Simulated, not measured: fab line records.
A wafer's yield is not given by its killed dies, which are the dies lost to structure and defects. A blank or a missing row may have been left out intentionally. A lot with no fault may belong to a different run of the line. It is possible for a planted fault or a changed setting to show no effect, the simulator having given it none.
Chamber matching :: flow nand-harc :: cmp-04 running NHARC_A_SGD_CUT_CMP_21: 4 sister chambers
The step polishes, target thk 148.19 nm. 8 wafers are shown with their chamber, then 7 later ones without.

## WAFERS, EACH WITH ITS CHAMBER
wafer: L079.4
chamber: 0
motor-current-A (A): 12.4
time-to-endpoint-s (s): 56

wafer: L079.5
chamber: 3
motor-current-A (A): 12.8
time-to-endpoint-s (s): 59

wafer: L088.3
chamber: 3
motor-current-A (A): 13.6
time-to-endpoint-s (s): 57

wafer: L089.1
chamber: 2
motor-current-A (A): 10.4
time-to-endpoint-s (s): 51

wafer: L089.4
chamber: 1
motor-current-A (A): 12.8
time-to-endpoint-s (s): 50

wafer: L089.5
chamber: 1
motor-current-A (A): 13.4
time-to-endpoint-s (s): 48

wafer: L092.1
chamber: 0
motor-current-A (A): 12.4
time-to-endpoint-s (s): 55

wafer: L092.3
chamber: 2
motor-current-A (A): 9.6
time-to-endpoint-s (s): 52

## WAFERS WITHOUT THEIR CHAMBER
wafer: L092.6
motor-current-A (A): 10.4
time-to-endpoint-s (s): 49

wafer: L095.1
motor-current-A (A): 12.1
time-to-endpoint-s (s): 57

wafer: L095.4
motor-current-A (A): 10.1
time-to-endpoint-s (s): 56

wafer: L095.5
motor-current-A (A): 11.4
time-to-endpoint-s (s): 56

wafer: L096.1
motor-current-A (A): 13.9
time-to-endpoint-s (s): 62

wafer: L096.2
motor-current-A (A): 12.4
time-to-endpoint-s (s): 57

wafer: L096.6
motor-current-A (A): 13.0
time-to-endpoint-s (s): 53

## EACH ONE'S CHAMBER
wafer: L092.6
from the rows above: 2
in truth: 2

wafer: L095.1
from the rows above: can't be placed: 0 or 3
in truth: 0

wafer: L095.4
from the rows above: can't be placed: 2 or 0
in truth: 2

wafer: L095.5
from the rows above: 0
in truth: 0

wafer: L096.1
from the rows above: 3
in truth: 3

wafer: L096.2
from the rows above: can't be placed: 0 or 3
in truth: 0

wafer: L096.6
from the rows above: can't be placed: 0 or 1 or 3
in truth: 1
Correct placement for 3 of the 7. Cannot be placed on the basis of these rows: 4; the candidates contain the true chamber in 4. Wrongly placed: 0.
How it was worked out, from the rows above alone: a wafer's distance from a chamber is the root of the sum, over the readings, of the square of ((its reading less the chamber's mean) divided by the reading's scatter). If the next closest chamber is less than 2 further off than the closest, the wafer can't be placed; otherwise it belongs to the closest. The mean given for a chamber averages the wafers shown for that chamber. The scatter is the square root of a quotient: the sum, over the shown wafers, of each reading's squared deviation from its chamber's mean, divided by wafers minus chambers.
